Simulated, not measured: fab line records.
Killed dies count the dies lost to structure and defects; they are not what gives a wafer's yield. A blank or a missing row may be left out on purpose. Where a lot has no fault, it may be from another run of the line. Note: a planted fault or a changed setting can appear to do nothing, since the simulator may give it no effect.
A lot that was struck, set against a sound lot | flow n5 finfet | 36 steps out of a route of 1938
Sound: the wafers L314.1, L314.2, L314.3. The struck wafers were L321.2, L321.5, L321.6. The cause is given at the end.
Per side, at each step with rows, come the tool, then ch with its chambers, and then its first start. Under that, the readings that differ: sound wafers | struck wafers | difference of the means | sigmas: that difference in standard deviations of wafers without a fault.
alike: same words and numbers on both sides, and readings whose means sit less than 2 such deviations apart. not compared: any withheld reading, any reading some wafer has no value for, any bound like >300 that may hide the same value, and any number with overlapping values for which the record gives no deviation.
The two part at a step that has a row with sigmas, a row that says differs or no value, or rows on one side only. Numbers that don't overlap but have no deviation are shown without sigmas and don't part them. A reading that every wafer of one side lacks parts them only if that side has two wafers or more.

first, 9 steps without rows for these wafers: N5_BEOL_M4_ANNEAL_95 (time 240 s); N5_BEOL_M4_SPUTTER_96 (material Cu, target thk 4.5 nm, time 8.29 s); N5_BEOL_M4_ECD_50 (material Cu, target thk 300 nm); N5_BEOL_M4_ANNEAL_51 (time 90 s); N5_BEOL_M4_CMP_52 (polishes, stops on SiOC, t overpolish 6.8 s, target thk 40 nm); N5_BEOL_M4_PRE_CLEAN_60 (time 15 s); N5_BEOL_M4_CO_CAP_55 (material Co, precursor CCTBA/H2, target thk 2 nm, time 102.1 s); N5_BEOL_M4_PRE_CLEAN_56 (time 15 s); N5_BEOL_M4_DEP_57 (deposits SiCN from 3MS/NH3, target thk 8 nm, time 14 s).
N5_BEOL_M4_RC_MEAS_101:
  sound on prober-01 ch 0, day 9 03:22; struck on prober-01 ch 0, day 11 01:21
  reading       | sound          | struck         | difference | sigmas
  DIBL_N (mV/V) | 39.4 37.3 38.9 | 36.5 35.0 34.6 | -3.2       | -2
  ION_N (uA/um) | 702 679 683    | 668 668 664    | -21        | -2
  alike: DIBL_P, IOFF_N, IOFF_P, ION_P, SS_N, SS_P, VT_N, VT_P
then, 24 steps without rows for these wafers: N5_BEOL_M5_ILD_DEP_00 (deposits SiCOH lowk from DEMS/porogen, target thk 140.64 nm, time 25.9 s); N5_BEOL_M5_CURE_79 (cures SiCOH lowk, time 240 s); N5_BEOL_M5_PECVD_70 (deposits SiO2 from TEOS/O2, target thk 16 nm, time 18 s); N5_BEOL_M5_HM_DEP_02 (deposits TiN, target thk 20 nm); N5_BEOL_M5_COAT_59 (time 60 s, resist thk 60 nm); N5_BEOL_M5_COAT_60 (time 60 s, resist thk 12 nm); N5_BEOL_M5_COAT_71 (time 60 s, resist thk 5 nm); N5_BEOL_M5_COAT_05 (resist thk 30 nm); N5_BEOL_M5_EBR_07; N5_BEOL_M5_SOFTBAKE_06 (time 60 s); N5_BEOL_M5_EXPOSE_08 (exposes mask M5, target cd 28 nm); N5_BEOL_M5_PEB_09 (peb time 60 s); N5_BEOL_M5_DEVELOP_10 (develop time 30 s); N5_BEOL_M5_DESCUM_16 (chemistry O2, time 7 s); N5_BEOL_M5_ETCH_72 (etches underlayer in N2/H2, target depth 6.5 nm, time 5.2 s); N5_BEOL_M5_ETCH_61 (etches SiARC in CF4, target depth 15.6 nm, time 26 s); N5_BEOL_M5_ETCH_62 (etches SOC in N2/H2, target depth 75 nm, overetch 15 nm, time 112.5 s); N5_BEOL_M5_STRIP_63 (strips in N2/H2); N5_BEOL_M5_STRIP_73 (strips in N2/H2); N5_BEOL_M5_STRIP_64 (strips in CF4); N5_BEOL_M5_HM_OPEN_17 (chemistry Cl2/BCl3, target TiN, target depth 20 nm, overetch 6 nm); N5_BEOL_M5_STRIP_19 (strips in O2); N5_BEOL_M5_COAT_65 (time 60 s, resist thk 60 nm); N5_BEOL_M5_COAT_66 (time 60 s, resist thk 12 nm).
-- here the record skips 4 days between the struck wafers' starts before and after, leaving off in module BEOL_M5 and picking up in module PASSIVATION (first step shown: number 1929 of the route) --
N5_PASSIVATION_PASS_ETCH_47: etches SiNx in CF4/O2, target depth 770 nm, time 385 s.
  sound on rie diel-04 ch 0,1,2, day 12 22:42; struck on rie diel-04 ch 0,1, day 15 08:45
  no value came back on the struck wafers for any of 9 readings (O2_flow_sccm (sccm), bias w (W) and others); on the sound wafers O2_flow_sccm (sccm) reads 10.02 10.02 9.98
N5_PASSIVATION_PROBE_49:
  the record has rows for the struck wafers here (prober-02, day 15 11:58) and none for the sound ones

## WHERE THEY PART
Last at N5_PASSIVATION_PROBE_49 as far as this record goes, first at N5_BEOL_M4_RC_MEAS_101.

WHY: the cause the simulator had injected
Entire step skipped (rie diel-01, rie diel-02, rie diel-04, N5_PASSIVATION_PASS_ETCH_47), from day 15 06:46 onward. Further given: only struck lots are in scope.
